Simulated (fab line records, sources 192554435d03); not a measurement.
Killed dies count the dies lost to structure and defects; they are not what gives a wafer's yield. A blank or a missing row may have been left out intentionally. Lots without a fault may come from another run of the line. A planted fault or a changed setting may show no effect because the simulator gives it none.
Struck lot and sound lot, side by side || flow n5Finfet || 15 steps out of a route of 1938
Sound: these wafers, L811.2, L811.3, L811.5. The struck wafers were L821.2, L821.3, L821.5. The cause is given at the end.
Each step with rows lists, per side, the tool, then ch with its chambers, then its first start. Under that, the readings that differ: sound wafers || struck wafers || difference of the means || sigmas: that difference in standard deviations of wafers without a fault.
alike: same words and numbers on both sides, and readings whose means sit less than 2 such deviations apart. not compared: any withheld reading, any reading some wafer has no value for, any bound like >300 that may hide the same value, and any number with overlapping values for which the record gives no deviation.
Wherever a step has rows on one side only, a row that says differs or no value, or a row with sigmas, the two part there. Numbers that have no deviation but don't overlap get no sigmas and don't part them. Lack of a reading on every wafer of one side parts them only where that side has two or more wafers.

N5_GATE_CUT_VAPOR_ETCH_49: etches TiAlC in BCl3/Cl2.
  sound on rieMetal-02 ch 0,1, day 5 19:50; struck on rieMetal-02 ch 0,1, day 8 05:48
  alike: drypumpMotorCurrentA, oesProductAu
then, 1 step without rows for these wafers: N5_GATE_CUT_VAPOR_ETCH_51 (etches HfO2 in BCl3/Cl2).
N5_GATE_CUT_STRIP_21: strips in N2/H2, time 30 s.
  sound on plasmaAsher-01 ch 0, day 5 19:55; struck on plasmaAsher-02 ch 0,1, day 8 05:53
  alike: drypumpMotorCurrentA, heaterPowerW
  not compared: rfHoursCounterH
then, 2 steps without rows for these wafers: N5_GATE_CUT_STRIP_29 (strips in post etch residue remover, time 60 s); N5_GATE_CUT_SRD_52 (time 30 s).
N5_GATE_CUT_ALD_22: deposits SiNx, target thk 16 nm, pulse time 1 s, ald cycles 320.
  sound on aldSin-01 ch 1,2, day 5 20:04; struck on aldSin-01 ch 1,2,3, day 8 06:04
  alike: heaterPowerW, precursorPulseHeightRel
N5_GATE_CUT_CMP_23: polishes, stops on SiO2, t overpolish 23.4 s, target thk 16 nm.
  sound on cmp-04 ch 0,2, day 5 21:37; struck on cmp-03 ch 1,2,3, day 8 07:34
  alike: motorCurrentA, overpolishRunS, slurryFlowMlMin, timeToEndpointS
N5_GATE_CUT_THK_MEAS_24:
  sound on filmMetro-02, day 5 21:54; struck on filmMetro-01, day 8 07:51
  alike: GC_FILL_THK
N5_GATE_CUT_CMP_43: polishes SiO2.
  sound on cmp-03 ch 2,3, day 5 21:56; struck on cmp-04 ch 0,2, day 8 07:53
  alike: motorCurrentA, slurryFlowMlMin
then, 1 step without rows for these wafers: N5_GATE_CUT_CMP_61 (polishes, stops on SiNx, t overpolish 3 s).
N5_GATE_CUT_INSPECT_26: inspects for defects (darkfield).
  sound on defectInspect-01, day 5 22:38; struck on defectInspect-02, day 8 08:36
  alike: rawDefectCount
N5_MOL_CONTACT_COAG_COAT_103: time 60 s, resist thk 80 nm.
  sound on lithoTrack-02 ch 0, day 5 22:41; struck on lithoTrack-05 ch 0, day 8 08:38
{"reading": "dispensePressureKPa (kPa)", "sound": "55.0 54.9 54.9", "struck": "56.2 56.2 56.1", "difference": "+1.2", "sigmas": "+2"}
{"reading": "heaterPowerTotalW (W)", "sound": "499.2 503.2 497.5", "struck": "840.9 837.5 840.0", "difference": "+339.5", "sigmas": "+99 or more"}
{"reading": "plateTempC (C)", "sound": "250.08 249.94 250.08", "struck": "267.27 267.14 267.11", "difference": "+17.14", "sigmas": "+99 or more"}
then, 1 step without rows for these wafers: N5_MOL_CONTACT_COAG_COAT_104 (time 60 s, resist thk 12 nm).
-- the record jumps here: 4 days lie between the struck wafers' starts before and after (it left off in module MOL_CONTACT_COAG and takes up again in module BEOL_M4, whose first step shown is number 1111 of the route) --
N5_BEOL_M4_RC_MEAS_101:
  sound on prober-02 ch 0, day 9 00:53; struck on prober-02 ch 0, day 11 20:56
{"reading": "IOFF_P (nA/um)", "sound": "0.192 0.189 0.193", "struck": "0.255 0.272 0.238", "difference": "+0.064", "sigmas": "+2"}
{"reading": "VT_P (mV)", "sound": "-252.0 -253.6 -252.7", "struck": "-247.3 -243.9 -247.5", "difference": "+6.5", "sigmas": "+3"}
  alike: DIBL_N, DIBL_P, IOFF_N, ION_N, ION_P, SS_N, SS_P, VT_N
-- a jump in the record: the struck wafers' starts before and after are 4 days apart (it breaks off in module BEOL_M4 and resumes in module PASSIVATION, where the first step shown is number 1936 of the route) --
N5_PASSIVATION_PROBE_49:
  sound on prober-01, day 12 22:51; struck on prober-01, day 16 08:40
  alike: defectLimitedYield, killed_at_M0_to_M3, killed_at_M4_up, killedAtContacts, killedAtFrontEnd, killedAtOther, killedDies, killedOnRim, killedOpen, killedShort, sort_bin_5_function, sort_bin_6_memory, sortNPass, sortYieldPct

== WHERE THEY PART ==
First at N5_MOL_CONTACT_COAG_COAT_103; last, within this record, at N5_BEOL_M4_RC_MEAS_101. Later steps at which nothing parts them and some readings are alike: N5_PASSIVATION_PROBE_49.

WHY: whatever the simulator had introduced
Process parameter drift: lithoTrack-05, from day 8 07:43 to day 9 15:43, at N5_MOL_CONTACT_COAG_COAT_103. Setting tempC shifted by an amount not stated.
